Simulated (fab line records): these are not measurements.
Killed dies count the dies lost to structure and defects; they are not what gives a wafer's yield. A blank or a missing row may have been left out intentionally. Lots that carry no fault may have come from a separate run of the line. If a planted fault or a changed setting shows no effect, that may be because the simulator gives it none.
fab line records	flow n5-finfet
record lots=9	wafers=27	last-day=17
route steps=1938 shown HKMG_FIN@412 BEOL_M4@1111
lots that met no fault: from a run of the same line without faults
start-h: hours from the record's opening day to when the first of the lot's shown wafers began	wait-h: hours since the lot's step before	" the same as in the row above	L1.1+2: several wafers, shown together as one row	- value missing, or start not given	* or withheld: withheld	< > ~ a bound
route shown NAME@n: names a module that has steps shown in the file, with the first one's number in the route	usual: mean and standard deviation over wafers with no fault	same: alike in all rows	chamber/n: place in a boat	sites: per-site readings	_std_site: how widely they spread, as a standard deviation	_edge_site: mean of outer sites minus mean of inner sites	radius-mm: for every site, how far away it sits from the centre of the wafer	mask NAME#n: copy n	behind: the last tool/chamber to shape the wafer	hold: why the lot was held/for how many hours/how that ended	device: the transistor (n, p or np) that didn't switch	end of line: tests run on the same wafers once the route is complete	a step given without rows: its recipe and nothing more	killed: dies lost to structure and defects at the first sort, not the wafer's yield	map: shows each die of a wafer: x if killed, . if not, _ if none is there
set.NAME: the setting that was run; set.NAME@STEP: the one run at that earlier step	model.NAME: the simulator's own value behind a step, which no gauge read
one table for each step of the route and one row for each wafer, over a sample of lots
services: the hour from which a tool's chamber was out of use, counted from the record's first day as start-h (under 0 if before that day), plus the number of hours and why
## steps
# step N5_HKMG_FIN_ALD_79
# recipe material=TiN	target-thk-a=15	temp-c=400	ald-precursor-family=TiCl4	ald-co-reactant=NH3	pulse-time-s=1	purge-time-s=3	co-reactant-purge-time-s=2	co-reactant-pulse-time-s=2	ald-cycles=68	pressure-torr=3
# usual co-reactant-pulse-time-s=2/0	heater-power-w=851/70	precursor-pulse-height-rel=1.000/0.018
lot.wafer	tool	chamber	start-h	wait-h	co-reactant-pulse-time-s	heater-power-w	precursor-pulse-height-rel
L683.1	ald-metal-01	0	73.25	0.0	2	811	1.005
L683.4	"	1	"	"	2	668	1.003
L683.6	"	0	"	"	2	814	1.008
L684.1	ald-metal-02	1	84.95	0.0	2	848	0.981
L684.2	"	3	"	"	2	814	1.003
L684.4	"	0	"	"	2	834	0.981
L687.1	ald-metal-03	0	98.04	0.0	2	911	1.011
L687.3	"	3	"	"	2	943	0.996
L687.5	"	3	"	"	2	921	1.016
L693.1	ald-metal-01	3	139.76	0.0	2	829	1.005
L693.2	"	0	"	"	2	847	1.005
L693.3	"	1	"	"	2	681	0.973
L694.2	ald-metal-02	0	140.31	0.0	2	823	1.007
L694.3	"	3	"	"	2	835	0.991
L694.6	"	2	"	"	2	819	0.998
L695.3	ald-metal-03	2	144.60	0.0	2	846	0.965
L695.4	"	0	"	"	2	917	0.961
L695.6	"	1	"	"	2	917	0.988
L696.1	ald-metal-03	1	152.38	0.0	2	907	0.977
L696.2	"	0	"	"	2	912	1.012
L696.5	"	0	"	"	2	924	1.001
L704.1	ald-metal-03	2	198.17	0.0	2	872	1.024
L704.2	"	0	"	"	2	923	0.942
L704.3	"	3	"	"	2	939	1.009
L706.2	ald-metal-02	2	210.05	0.0	2	821	0.992
L706.4	"	3	"	"	2	805	0.999
L706.5	"	0	"	"	2	816	1.012
# step N5_HKMG_FIN_ETCH_31
# recipe chemistry=CF4	target=SiARC	target-depth-a=455	mask-material=CAR-ArF	time-s=75.8	ion-energy-ev=80	pressure-mtorr=40	source-w=545	bias-w=36	Ar_flow_sccm=100	cf4-flow-sccm=100	ends=cleared
# usual drypump-motor-current-A=5.7/0.45	etch-rf-on-time-s=74.5/1.8	oes-product-au=0.70/0.083	rf-vpp-V=184.2/1.3	showerhead-plenum-p-Torr=2.16/0.078	throttle-valve-pct=15.61/0.23
lot.wafer	tool	chamber	start-h	wait-h	drypump-motor-current-A	etch-rf-on-time-s	oes-product-au	rf-hours-counter-h	rf-vpp-V	showerhead-plenum-p-Torr	throttle-valve-pct
L683.1	rie-diel-01	1	75.43	0.0	5.0	75.4	0.65	137	184.5	2.06	15.90
L683.4	"	0	"	"	4.7	75.7	0.65	-	183.1	2.13	15.48
L683.6	"	2	"	"	6.2	75.1	0.60	-	183.8	2.21	15.85
L684.1	rie-diel-06	2	86.91	0.0	5.6	74.6	0.63	175	185.6	2.21	15.93
L684.2	"	3	"	"	5.6	71.7	0.74	55	184.0	2.08	15.57
L684.4	"	0	"	"	5.7	71.8	0.79	23	186.6	2.27	15.32
L687.1	rie-diel-02	0	100.33	0.0	5.5	73.8	0.84	6	185.9	2.29	15.43
L687.3	"	1	"	"	6.3	76.1	0.69	120	184.8	2.08	15.44
L687.5	"	2	"	"	5.8	75.8	0.58	-	185.0	2.20	15.88
L693.1	rie-diel-01	0	141.79	0.0	4.7	77.0	0.63	187	183.5	2.12	15.51
L693.2	"	2	"	"	6.2	76.5	0.59	247	185.6	2.20	15.91
L693.3	"	3	"	"	5.4	76.1	0.77	23	184.9	2.10	15.35
L694.2	rie-diel-01	2	142.36	0.0	6.2	75.8	0.58	248	185.4	2.20	15.92
L694.3	"	0	"	"	4.7	76.9	0.62	188	184.8	2.12	15.54
L694.6	"	3	"	"	5.4	75.6	0.78	-	182.8	2.10	15.35
L695.3	rie-diel-01	3	146.72	0.0	5.4	76.5	0.78	26	183.6	2.10	15.37
L695.4	"	2	"	"	6.2	76.2	0.58	250	184.5	2.20	15.90
L695.6	"	0	"	"	4.7	76.5	0.63	-	183.8	2.12	15.53
L696.1	rie-diel-01	3	154.43	0.0	5.3	76.1	0.76	30	186.0	2.10	15.37
L696.2	"	1	"	"	5.0	76.5	0.63	168	182.9	2.05	15.96
L696.5	"	1	"	"	5.0	75.1	0.63	-	183.2	2.05	15.96
L704.1	rie-diel-02	1	200.91	0.0	6.3	76.9	0.65	156	184.0	2.07	15.51
L704.2	"	0	"	"	5.6	74.2	0.76	45	185.6	2.28	15.49
L704.3	"	3	"	"	6.1	74.3	0.82	11	183.5	2.11	15.53
L706.2	rie-diel-02	0	212.32	0.0	5.5	73.8	0.75	49	186.4	2.27	15.51
L706.4	"	3	"	"	6.2	73.2	0.81	15	185.6	2.10	15.52
L706.5	"	0	"	"	5.5	73.6	0.75	-	186.1	2.27	15.51
# step N5_HKMG_FIN_ETCH_35
# recipe chemistry=N2/H2	target=SOC	target-depth-a=2158	ion-energy-ev=65	bias-w=5	source-w=3000	time-s=243.4	pressure-mtorr=30	n2-flow-sccm=200	h2-flow-sccm=200
# usual drypump-motor-current-A=5.7/0.45	oes-product-au=0.82/0.099	rf-vpp-V=141.6/1	showerhead-plenum-p-Torr=2.56/0.098	throttle-valve-pct=17.86/0.27
lot.wafer	tool	chamber	start-h	wait-h	drypump-motor-current-A	oes-product-au	rf-hours-counter-h	rf-vpp-V	showerhead-plenum-p-Torr	throttle-valve-pct
L683.1	rie-diel-01	1	75.70	0.0	5.0	0.76	137	141.2	2.46	18.35
L683.4	"	0	"	"	4.7	0.75	-	141.9	2.55	17.72
L683.6	"	2	"	"	6.2	0.70	-	143.5	2.61	18.02
L684.1	rie-diel-06	2	87.18	0.0	5.6	0.74	176	142.8	2.64	18.34
L684.2	"	3	"	"	5.5	0.87	55	141.6	2.48	17.88
L684.4	"	0	"	"	5.7	0.93	23	143.0	2.71	17.54
L687.1	rie-diel-02	0	100.60	0.0	5.5	0.98	6	142.4	2.72	17.76
L687.3	"	1	"	"	6.4	0.80	120	139.9	2.46	17.57
L687.5	"	2	"	"	5.8	0.68	-	142.6	2.63	18.13
L693.1	rie-diel-01	0	142.06	0.0	4.7	0.73	187	142.1	2.54	17.78
L693.2	"	2	"	"	6.2	0.69	247	141.9	2.60	18.03
L693.3	"	3	"	"	5.4	0.91	23	140.6	2.47	17.61
L694.2	rie-diel-01	2	142.63	0.0	6.2	0.68	248	141.9	2.60	18.06
L694.3	"	0	"	"	4.7	0.73	188	140.9	2.54	17.80
L694.6	"	3	"	"	5.4	0.92	-	141.8	2.47	17.60
L695.3	rie-diel-01	3	146.99	0.0	5.4	0.91	26	141.6	2.46	17.60
L695.4	"	2	"	"	6.2	0.68	250	141.9	2.60	18.09
L695.6	"	0	"	"	4.7	0.73	-	139.6	2.54	17.80
L696.1	rie-diel-01	3	154.70	0.0	5.4	0.89	30	141.8	2.46	17.62
L696.2	"	1	"	"	5.0	0.73	168	139.3	2.45	18.40
L696.5	"	1	"	"	5.0	0.73	-	141.6	2.45	18.41
L704.1	rie-diel-02	1	201.17	0.0	6.3	0.77	157	140.5	2.44	17.68
L704.2	"	0	"	"	5.5	0.90	45	142.6	2.70	17.82
L704.3	"	3	"	"	6.1	0.97	11	141.2	2.48	17.65
L706.2	rie-diel-02	0	212.59	0.0	5.5	0.88	50	142.9	2.70	17.84
L706.4	"	3	"	"	6.1	0.94	16	140.6	2.47	17.65
L706.5	"	0	"	"	5.6	0.88	-	142.2	2.70	17.84
# step N5_HKMG_FIN_NWFM_ALD_20
# recipe material=TiAlC	target-thk-a=20	temp-c=300	ald-precursor-family=TiCl4	ald-co-reactant=TEA	pulse-time-s=3	purge-time-s=2	co-reactant-purge-time-s=2	co-reactant-pulse-time-s=10	ald-cycles=7	pressure-torr=3
# usual co-reactant-pulse-time-s=10/0	heater-power-w=481/36	precursor-pulse-height-rel=1.002/0.019
lot.wafer	tool	chamber	start-h	wait-h	co-reactant-pulse-time-s	heater-power-w	precursor-pulse-height-rel
L683.1	ald-metal-03	3	77.41	0.3	10	515	1.003
L683.4	"	1	"	"	10	532	0.981
L683.6	"	0	"	"	10	522	0.975
L684.1	ald-metal-03	2	89.36	0.3	10	481	1.010
L684.2	"	3	"	"	10	520	1.013
L684.4	"	1	"	"	10	505	1.012
L687.1	ald-metal-01	0	102.27	0.3	10	476	1.008
L687.3	"	1	"	"	10	373	1.002
L687.5	"	0	"	"	10	471	1.002
L693.1	ald-metal-03	1	143.71	0.3	7.9748	524	1.015
L693.2	"	2	"	"	7.9748	483	0.992
L693.3	"	3	"	"	7.9748	521	1.022
L694.2	ald-metal-01	0	144.30	0.3	10	490	0.991
L694.3	"	3	"	"	10	466	1.041
L694.6	"	3	"	"	10	466	1.041
L695.3	ald-metal-03	1	148.64	0.1	7.9748	513	1.008
L695.4	"	2	"	"	7.9748	489	0.994
L695.6	"	2	"	"	7.9748	494	0.992
L696.1	ald-metal-03	2	156.35	0.3	7.9748	469	0.964
L696.2	"	3	"	"	7.9748	527	1.003
L696.5	"	2	"	"	7.9748	479	0.959
L704.1	ald-metal-02	1	202.86	0.3	10	485	1.013
L704.2	"	0	"	"	10	458	1.013
L704.3	"	2	"	"	10	457	0.972
L706.2	ald-metal-02	2	214.24	0.3	10	455	0.974
L706.4	"	3	"	"	10	443	0.987
L706.5	"	1	"	"	10	477	0.993
# step N5_BEOL_M4_RC_MEAS_101
# usual DIBL_N=36.8/1.5	DIBL_P=37.1/2.1	IOFF_N=0.168/0.03	IOFF_P=0.22/0.034	ION_N=679/12	ION_P=466/8	SS_N=71.7/0.58	SS_P=73.5/0.67	VT_N=248.8/2.7	VT_P=-250/3.3
lot.wafer	tool	chamber	start-h	wait-h	DIBL_N[mV/V]	DIBL_P[mV/V]	IOFF_N[nA/um]	IOFF_P[nA/um]	ION_N[uA/um]	ION_P[uA/um]	SS_N[mV/dec]	SS_P[mV/dec]	VT_N[mV]	VT_P[mV]
L683.1	prober-02	0	156.19	0.0	38.6	39.9	0.204	0.24	683	463	73.2	74.1	247.3	-249
L683.4	"	0	"	"	34.9	35.0	0.135	0.17	662	455	71.3	73.5	250.8	-256
L683.6	"	0	"	"	38.5	39.9	0.213	0.25	679	466	71.6	74.3	244.0	-247
L684.1	prober-01	0	170.64	0.0	37.6	39.4	0.203	0.29	694	475	71.2	74.3	245.8	-247
L684.2	"	0	"	"	37.3	37.8	0.181	0.25	679	466	71.3	73.5	249.1	-248
L684.4	"	0	"	"	38.0	39.2	0.197	0.28	679	470	71.7	74.9	247.4	-246
L687.1	prober-02	0	179.56	0.0	36.4	37.5	0.165	0.22	677	468	71.8	72.7	247.4	-253
L687.3	"	0	"	"	38.7	40.5	0.200	0.27	687	468	72.6	74.0	246.2	-247
L687.5	"	0	"	"	36.0	37.8	0.152	0.23	679	468	71.0	72.7	251.6	-246
L693.1	prober-02	0	216.12	0.0	40.3	41.8	0.223	0.29	687	470	72.5	74.9	248.6	-248
L693.2	"	0	"	"	36.5	36.5	0.127	0.19	649	453	70.7	74.0	255.8	-252
L693.3	"	0	"	"	38.9	41.4	0.183	0.28	667	469	72.4	74.1	249.5	-248
L694.2	prober-01	0	237.39	0.2	35.2	34.7	0.149	0.19	680	466	71.2	73.7	248.8	-253
L694.3	"	0	"	"	34.9	33.7	0.131	0.18	663	459	71.7	73.0	252.6	-254
L694.6	"	0	"	"	33.5	31.6	0.115	0.15	658	449	71.1	72.5	254.1	-255
L695.3	prober-02	0	240.63	0.3	37.1	39.3	0.148	0.25	666	465	72.4	73.6	255.4	-245
L695.4	"	0	"	"	36.8	40.2	0.148	0.28	660	465	72.5	74.6	254.4	-244
L695.6	"	0	"	"	37.4	40.5	0.153	0.28	664	468	72.5	74.3	252.6	-245
L696.1	prober-02	0	242.12	0.0	34.3	32.5	0.112	0.19	652	467	70.9	73.3	254.9	-250
L696.2	"	0	"	"	36.4	34.9	0.140	0.23	665	472	71.2	73.4	252.4	-249
L696.5	"	0	"	"	35.6	34.2	0.128	0.22	659	463	71.0	74.0	254.1	-249
L704.1	prober-02	0	288.14	0.0	39.5	39.8	0.233	0.28	712	478	71.8	74.5	244.4	-247
L704.2	"	0	"	"	36.3	36.0	0.149	0.21	687	472	71.4	73.2	250.9	-249
L704.3	"	0	"	"	37.7	37.7	0.182	0.23	695	476	72.2	73.2	248.9	-250
L706.2	prober-01	0	314.67	0.2	37.7	38.6	0.167	0.25	676	467	71.3	73.1	249.5	-246
L706.4	"	0	"	"	38.0	37.2	0.171	0.22	680	469	71.0	72.6	249.2	-248
L706.5	"	0	"	"	35.4	34.7	0.135	0.18	667	455	71.3	72.9	252.4	-251
## services
tool	chamber	start-h	hours	kind
ald-metal-03	-	57.04	8.7	pm
rie-diel-01	3	59.97	1.7	repair
rie-diel-01	3	61.78	-	clean
rie-diel-01	3	61.78	-	consumable-replace:focus-ring
rie-diel-01	3	61.78	14.4	scheduled-down
rie-diel-01	3	61.78	14.4	vent-cycle
rie-diel-02	0	66.19	-	clean
rie-diel-02	0	66.19	-	consumable-replace:focus-ring
rie-diel-02	-	72.54	11.6	repair
ald-metal-03	0	87.98	6.5	repair
rie-diel-02	2	96.77	1.5	repair
ald-metal-01	0	104.37	4.3	repair
ald-metal-02	-	116.98	0.9	repair
rie-diel-01	3	130.35	4.5	repair
ald-metal-03	2	131.81	1.9	repair
ald-metal-02	1	140.20	31.7	repair
rie-diel-01	2	147.45	-	clean
rie-diel-01	2	147.45	-	consumable-replace:focus-ring
rie-diel-01	2	147.45	14.8	scheduled-down
rie-diel-01	2	147.45	14.8	vent-cycle
rie-diel-01	-	148.96	0.1	repair
rie-diel-02	1	158.46	5.5	repair
ald-metal-01	0	164.19	25.1	repair
ald-metal-01	-	212.84	6.0	pm
## key
first-sign step=N5_HKMG_FIN_NWFM_ALD_20	reading=co-reactant-pulse-time-s	direction=down	sigmas=99+	usual=*	struck=*
effect step=N5_BEOL_M4_RC_MEAS_101	reading=VT_N	direction=up	sigmas=1.6	usual=248.8	struck=253.1
effect step=N5_BEOL_M4_RC_MEAS_101	reading=ION_N	direction=down	sigmas=1.3	usual=679	struck=663
met-at N5_HKMG_FIN_NWFM_ALD_20
struck-lots L693,L695,L696
not-acting-at N5_HKMG_FIN_ALD_79,N5_HKMG_FIN_ETCH_31,N5_HKMG_FIN_ETCH_35
onset-between 89.36 143.71
fault kind=process-parameter-drift	tool=ald-metal-03	chamber=-	onset-h=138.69	steps=N5_HKMG_FIN_NWFM_ALD_20	channel=co-reactant-pulse-time-s	offset=*	shape=step	end-h=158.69	acts-in=*	stated=*
